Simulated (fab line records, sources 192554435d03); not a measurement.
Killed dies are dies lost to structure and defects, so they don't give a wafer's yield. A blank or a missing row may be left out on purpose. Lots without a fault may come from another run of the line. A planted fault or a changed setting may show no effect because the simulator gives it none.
One fault seen from 2 desks | flow n5_finfet | each desk has only its own numbers; what lay behind them comes last

THE METROLOGY DESK
What the gauges read, lot by lot, whatever tool the lot ran on: means of the sampled wafers that have a number. A lot is out of limits, marked OUT, if its mean lies more than 4 standard deviations from the usual mean; the brackets give that distance.
Columns: A = M9_ILD_THK at N5_BEOL_M9_THK_MEAS_01, usual 269 nm
lot  | first seen here | A
L339 | day 10 03:07    | 271
L340 | day 11 08:41    | 266
L343 | day 11 18:43    | 272
L344 | day 11 20:30    | 270
L346 | day 11 23:14    | 273
L347 | day 12 01:10    | 273
L350 | day 13 04:23    | 275
L352 | day 13 17:49    | 290 (+5.5) OUT
L358 | day 14 18:40    | 266
This desk's finding: out of limits on L352; first on L352, day 13 17:49 (M9_ILD_THK at N5_BEOL_M9_THK_MEAS_01). In limits: L339, L340, L343, L344, L346, L347, L350, L358.

THE TOOL OWNER'S DESK: pecvd-04
The tool's own readings at N5_BEOL_M9_ILD_DEP_00 (deposits SiCOH lowk from DEMS/porogen, target thk 308.51 nm, time 58 s): means of the sampled wafers that have a number, for each lot that ran on this tool. A lot is out of limits, marked OUT, if its mean lies more than 4 standard deviations from the usual mean; the brackets give that distance.
Columns: A = heater_power_w at N5_BEOL_M9_ILD_DEP_00, usual 325 W; B = rf_fwd_power_W at N5_BEOL_M9_ILD_DEP_00, usual 496.2 W; C = showerhead_plenum_p_Torr at N5_BEOL_M9_ILD_DEP_00, usual 5.741 Torr; D = susceptor_temp_C at N5_BEOL_M9_ILD_DEP_00, usual 300.01 C; E = throttle_valve_pct at N5_BEOL_M9_ILD_DEP_00, usual 13.7 %
lot  | first seen here | A   | B     | C     | D      | E
L339 | day 10 02:32    | 337 | 496.0 | 5.736 | 300.04 | 13.2
L344 | day 11 19:55    | 345 | 496.3 | 5.728 | 300.10 | 13.5
L346 | day 11 22:10    | 324 | 496.6 | 5.735 | 300.06 | 13.6
L347 | day 12 00:34    | 344 | 496.6 | 5.736 | 300.19 | 13.0
L350 | day 13 03:48    | 349 | 495.8 | 5.738 | 300.05 | 13.7
L352 | day 13 17:14    | 356 | 495.5 | 5.730 | 299.94 | 13.6
This desk's finding: nothing out of limits on any of the 6 lots.

PUT TOGETHER
The metrology desk could have raised an alarm at day 13 17:49, on L352.
The tool owner's desk saw nothing out of limits.
The tool owner's desk has L352 on record, within its limits.
Of the lots named, all ran N5_BEOL_M9_ILD_DEP_00 on pecvd-04.

WHAT THE SIMULATOR HAD PUT IN
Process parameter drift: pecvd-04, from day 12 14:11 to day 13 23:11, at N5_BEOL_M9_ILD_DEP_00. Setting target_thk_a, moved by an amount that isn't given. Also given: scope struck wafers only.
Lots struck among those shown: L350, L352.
Hours from the fault's start to each desk's first reading out of limits: the metrology desk, 28.
